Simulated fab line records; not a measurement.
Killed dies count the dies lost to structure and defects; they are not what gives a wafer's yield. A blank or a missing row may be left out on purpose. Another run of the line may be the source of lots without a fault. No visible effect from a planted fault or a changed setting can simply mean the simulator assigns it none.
Split-lot study | flow n5Finfet | 21 wafers read across 7 lots, on a route 1938 steps long

THE SPLIT
At N5_SDB_COAT_03 (time 60 s, resist thk 100 nm), the setting spinRpm was moved away from the recipe's 1500 rpm on 4 of the 21 wafers read, by -9.9% to +9.6%. The other wafers ran this setting at the recipe's value.

The reading is taken at the split's own step.

THE READING
SOC_of_SDB_COAT_03.thkNm (the simulator's own value, which no gauge read), in nm, at N5_SDB_COAT_03 (time 60 s, resist thk 100 nm). There is no usual value for it anywhere in the file. Across the 17 wafers here that went through the recipe, the average is 100.1 nm and the standard deviation 0.29 nm.

wafer  | tool, chamber at the split | spinRpm as run, rpm | against the recipe | SOC_of_SDB_COAT_03.thkNm, nm | against lot-mates on the recipe
L074.4 | lithoTrack-01, 0           | 1500                | recipe             | 100.2                        | -
L074.5 | lithoTrack-01, 0           | 1500                | recipe             | 100.2                        | -
L074.6 | lithoTrack-01, 0           | 1500                | recipe             | 100.2                        | -
L077.4 | lithoTrack-02, 0           | 1352                | -9.9%              | 105.6                        | +5.2
L077.6 | lithoTrack-02, 0           | 1352                | -9.9%              | 105.6                        | +5.2
L077.5 | lithoTrack-02, 0           | 1500                | recipe             | 100.4                        | -
L083.2 | lithoTrack-03, 0           | 1500                | recipe             | 100.4                        | -
L083.3 | lithoTrack-03, 0           | 1644                | +9.6%              | 95.6                         | -4.8
L083.6 | lithoTrack-03, 0           | 1644                | +9.6%              | 95.8                         | -4.6
L087.2 | lithoTrack-02, 0           | 1500                | recipe             | 99.6                         | -
L087.3 | lithoTrack-02, 0           | 1500                | recipe             | 99.4                         | -
L087.4 | lithoTrack-02, 0           | 1500                | recipe             | 99.8                         | -
L095.1 | lithoTrack-02, 0           | 1500                | recipe             | 100                          | -
L095.3 | lithoTrack-02, 0           | 1500                | recipe             | 100.2                        | -
L095.5 | lithoTrack-02, 0           | 1500                | recipe             | 100.2                        | -
L096.3 | lithoTrack-01, 0           | 1500                | recipe             | 100                          | -
L096.4 | lithoTrack-01, 0           | 1500                | recipe             | 100                          | -
L096.5 | lithoTrack-01, 0           | 1500                | recipe             | 100.4                        | -
L097.2 | lithoTrack-02, 0           | 1500                | recipe             | 100.2                        | -
L097.3 | lithoTrack-02, 0           | 1500                | recipe             | 100.6                        | -
L097.6 | lithoTrack-02, 0           | 1500                | recipe             | 100                          | -

FIT RESULTS
A straight line over all 21 wafers: SOC_of_SDB_COAT_03.thkNm changes by -0.509 nm for each +1% of spinRpm; r = -0.99; the points scatter about the line by 0.34 nm.
The same after taking each lot's own level away (the mean of its wafers on the recipe; 21 wafers): -0.509 nm for each +1%; r = -1.00; scatter 0.17 nm.
On that fit, the largest move of spinRpm shifts the reading by 5 nm.
The span of the lots' own levels, 99.60 to 100.40 nm, comes to 2.7 times the standard deviation stated above.
The two slopes agree, so the slope changes little with the lot-to-lot level.
Check: +4.99 nm against its lot-mates is what the line predicts for one of the wafers moved furthest among these (-9.9%) when that wafer is left out of the fit. Against them it came out at +5.2 nm.

ADDITIONAL SPLITS CARRIED BY THESE WAFERS
Note: prior to the reading, these wafers also went through further splits. Each is held against what the fit with the lots' levels taken away leaves over:
other split on the same wafers        | wafers away from the commonest value | r with SOC_of_SDB_COAT_03.thkNm (lot level and that fit taken away)
N5_ZERO_LAYER_EXPOSE_08 doseMj        | 10                                   | -0.05
N5_ZERO_LAYER_DEVELOP_10 developTimeS | 8                                    | +0.25
N5_FIN_SAQP_FIN_ETCH_36 icpW          | 5                                    | -0.34
N5_DUMMY_GATE_COAT_35 spinRpm         | 5                                    | -0.03
N5_SD_EPI_N_PEB_07 pebTimeS           | 6                                    | -0.11

FILE'S OWN FIT
SOC_of_SDB_COAT_03.thkNm changes by -0.509 nm for each +1% of spinRpm, r = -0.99.
